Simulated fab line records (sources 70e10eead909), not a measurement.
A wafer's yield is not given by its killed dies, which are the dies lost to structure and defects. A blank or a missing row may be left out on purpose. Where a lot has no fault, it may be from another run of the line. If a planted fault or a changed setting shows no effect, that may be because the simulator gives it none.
Chamber matching + flow nand-harc + NHARC_P_ZERO_WELL_DESCUM_54 on rie-diel-03: 4 sister chambers
The step chemistry O2, time 3 s. 4 wafers are shown with their chamber, then 12 later ones without.

## WAFERS WITH THEIR CHAMBER
| wafer  | chamber | drypump-motor-current-A (A) |
|--------|---------|-----------------------------|
| L080.4 | 3       | 6.4                         |
| L081.5 | 0       | 5.7                         |
| L087.2 | 2       | 6.6                         |
| L087.6 | 1       | 5.6                         |

## WAFERS WITH NO CHAMBER GIVEN
| wafer  | drypump-motor-current-A (A) |
|--------|-----------------------------|
| L091.1 | 5.7                         |
| L091.3 | 6.3                         |
| L091.5 | 6.6                         |
| L092.1 | 5.6                         |
| L092.4 | 5.6                         |
| L092.5 | 5.7                         |
| L095.4 | 5.6                         |
| L095.5 | 6.3                         |
| L095.6 | 6.6                         |
| L096.2 | 6.6                         |
| L096.4 | 5.7                         |
| L096.5 | 5.6                         |

## THE CHAMBER EACH PASSED THROUGH
| wafer  | from the rows above | in truth                   |
|--------|---------------------|----------------------------|
| L091.1 | 0                   | 0                          |
| L091.3 | 3                   | 3                          |
| L091.5 | 2                   | 2                          |
| L092.1 | 1                   | 1                          |
| L092.4 | 1                   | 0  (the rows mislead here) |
| L092.5 | 0                   | 0                          |
| L095.4 | 1                   | 1                          |
| L095.5 | 3                   | 3                          |
| L095.6 | 2                   | 2                          |
| L096.2 | 2                   | 2                          |
| L096.4 | 0                   | 0                          |
| L096.5 | 1                   | 1                          |
Correct placement for 11 of the 12. From these rows, 0 cannot be placed. Wrongly placed: 1.
How it was worked out, from the rows above alone: a wafer's distance from a chamber is the root of the sum, over the readings, of the square of ((its reading less the chamber's mean) divided by the reading's scatter). If the next closest chamber is less than 2 further off than the closest, the wafer can't be placed; otherwise it belongs to the closest. A chamber's mean is the mean of its shown wafers. The scatter: with one shown wafer a chamber, the root of the mean of the squares of how far each hidden wafer lies from its nearest shown one.
